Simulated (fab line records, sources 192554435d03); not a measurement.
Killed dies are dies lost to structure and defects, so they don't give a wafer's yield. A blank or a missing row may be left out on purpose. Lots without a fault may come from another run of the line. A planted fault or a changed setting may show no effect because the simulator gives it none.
Chamber matching | flow n5_finfet | N5_FIN_SAQP_DESCUM_21 on rie_diel-06: 4 sister chambers
The step chemistry O2, time 7.9 s. 4 wafers are shown with their chamber, then 11 later ones without.

WAFERS WITH THEIR CHAMBER
wafer  | chamber | drypump_motor_current_A (A)
L086.3 | 0       | 5.8
L087.3 | 3       | 6.2
L087.5 | 2       | 5.9
L090.3 | 1       | 5.9

WAFERS WITHOUT THEIR CHAMBER
wafer  | drypump_motor_current_A (A)
L090.5 | 6.2
L090.6 | 6.0
L091.2 | 5.9
L091.4 | 5.9
L091.5 | 6.2
L093.1 | 6.0
L093.3 | 6.1
L093.6 | 6.0
L096.3 | 5.8
L096.4 | 5.8
L096.5 | 5.9

WHICH CHAMBER EACH WENT THROUGH
wafer  | from the rows above               | in truth
L090.5 | 3                                 | 3
L090.6 | can't be placed: 1 or 2 or 0 or 3 | 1
L091.2 | can't be placed: 1 or 2 or 0      | 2
L091.4 | can't be placed: 1 or 2 or 0      | 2
L091.5 | 3                                 | 3
L093.1 | can't be placed: 1 or 2 or 0 or 3 | 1
L093.3 | can't be placed: 3 or 1 or 2      | 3
L093.6 | can't be placed: 1 or 2 or 0 or 3 | 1
L096.3 | can't be placed: 0 or 1 or 2      | 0
L096.4 | can't be placed: 0 or 1 or 2      | 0
L096.5 | can't be placed: 1 or 2 or 0      | 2
Placed correctly: 2 of 11. Can't be placed from these rows: 9 (the true chamber is among the candidates in 9). Placed wrongly: 0.
How it was worked out, from the rows above alone: a wafer's distance from a chamber is the root of the sum, over the readings, of the square of ((its reading less the chamber's mean) divided by the reading's scatter). The wafer belongs to the nearest chamber; if the next one is less than 2 further off, it can't be placed. A chamber's mean is the mean of its shown wafers. The scatter: with one shown wafer a chamber, the root of the mean of the squares of how far each hidden wafer lies from its nearest shown one.
